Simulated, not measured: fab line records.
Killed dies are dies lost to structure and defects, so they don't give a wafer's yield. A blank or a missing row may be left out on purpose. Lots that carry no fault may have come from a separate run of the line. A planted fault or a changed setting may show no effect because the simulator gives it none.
Split-lot trial	flow n5Finfet	7 lots, 21 wafers read, on a route of 1938 steps

== SPLIT DETAILS ==
At N5_BEOL_M7_ILD_DEP_00 (deposits SiCOH lowk from DEMS/porogen, target thk 179.75 nm, time 33.4 s), the setting timeS was moved away from the recipe's 33.4 s on 5 of the 21 wafers read, by -11.1% to +8.7%. The other wafers ran this setting at the recipe's value.

== SPLIT TO READING: what lies between them in the file, 1 step ==
- N5_BEOL_M7_CURE_74: cures SiCOH lowk, time 240 s

== THE READING ==
M7_ILD_THK (nm), taken at N5_BEOL_M7_THK_MEAS_01. On this fab line, fault-free wafers typically give 155.3 nm with a standard deviation of 2.1 nm.

wafer	tool, chamber at the split	timeS as run, s	against the recipe	M7_ILD_THK, nm	against lot-mates on the recipe
L079.1	pecvd-01, 0	33.4	recipe	152.2	-
L079.5	pecvd-01, 2	33.4	recipe	156.9	-
L079.6	pecvd-01, 0	33.4	recipe	156.8	-
L081.1	pecvd-04, 0	33.4	recipe	155.8	-
L081.2	pecvd-04, 2	36.32	+8.7%	166.8	+11.0
L081.5	pecvd-04, 2	36.32	+8.7%	169.9	+14.1
L084.1	pecvd-02, 2	34.92	+4.6%	160.3	+6.4
L084.2	pecvd-02, 1	33.4	recipe	153.9	-
L084.4	pecvd-02, 1	34.92	+4.6%	163.5	+9.6
L087.2	pecvd-02, 0	33.4	recipe	152.8	-
L087.3	pecvd-02, 2	33.4	recipe	154.0	-
L087.4	pecvd-02, 0	29.7	-11.1%	135.6	-17.8
L091.2	pecvd-04, 2	33.4	recipe	154.4	-
L091.3	pecvd-04, 1	33.4	recipe	153.2	-
L091.5	pecvd-04, 2	33.4	recipe	157.7	-
L093.2	pecvd-01, 2	33.4	recipe	154.0	-
L093.4	pecvd-01, 1	33.4	recipe	155.9	-
L093.6	pecvd-01, 0	33.4	recipe	154.1	-
L096.1	pecvd-04, 1	33.4	recipe	152.1	-
L096.2	pecvd-04, 0	33.4	recipe	156.6	-
L096.5	pecvd-04, 0	33.4	recipe	155.6	-

FIT RESULTS
A straight line over all 21 wafers: M7_ILD_THK changes by +1.63 nm for each +1% of timeS; r = +0.97; the points scatter about the line by 1.7 nm.
The same after taking each lot's own level away (the mean of its wafers on the recipe; 21 wafers): +1.55 nm for each +1%; r = +0.97; scatter 1.7 nm.
According to that fit, moving timeS by its largest amount changes the reading by 17 nm.
The span of the lots' own levels, 153.40 to 155.80 nm, comes to 1.1 times the standard deviation stated above.
So the lot-to-lot level changes the slope little: the two slopes agree.
Check: with one of the wafers moved furthest among these (-11.1%) left out of the fit, the line predicts -16.5 nm for it against its lot-mates. It came out at -17.8 nm against them.

== THESE WAFERS: OTHER SPLITS ==
These wafers also went through other splits before the reading. Each is held against what the fit with the lots' levels taken away leaves over:
other split on the same wafers	wafers away from the commonest value	r with M7_ILD_THK (lot level and that fit taken away)
N5_BEOL_M4_DESCUM_33 timeS	6	+0.20
N5_BEOL_M5_ILD_DEP_00 timeS	10	+0.08
N5_BEOL_M5_DEP_56 timeS	6	+0.11
N5_BEOL_M6_COAT_59 spinRpm	5	+0.33

== THE WHOLE CHAIN: every reading that the file lists as answering this split, in the file's order ==
step	what it does	reading	change (the file's fit)	r (the file's)
N5_BEOL_M7_ILD_DEP_00	deposits SiCOH lowk from DEMS/porogen, target thk 179.75 nm, time 33.4 s	SiCOH_lowk_of_BEOL_M7_ILD_DEP_00.thkNm (the simulator's own value, which no gauge read)	+1.78 nm for each +1% of the setting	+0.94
N5_BEOL_M7_CURE_74	cures SiCOH lowk, time 240 s	SiCOH_lowk_of_BEOL_M7_ILD_DEP_00.thkNm (the simulator's own value, which no gauge read)	+1.56 nm for each +1% of the setting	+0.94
N5_BEOL_M7_THK_MEAS_01		M7_ILD_THK	+1.56 for each +1% of the setting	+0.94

== THE FILE'S OWN FIT ==
M7_ILD_THK changes by +1.56 nm for each +1% of timeS, r = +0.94.
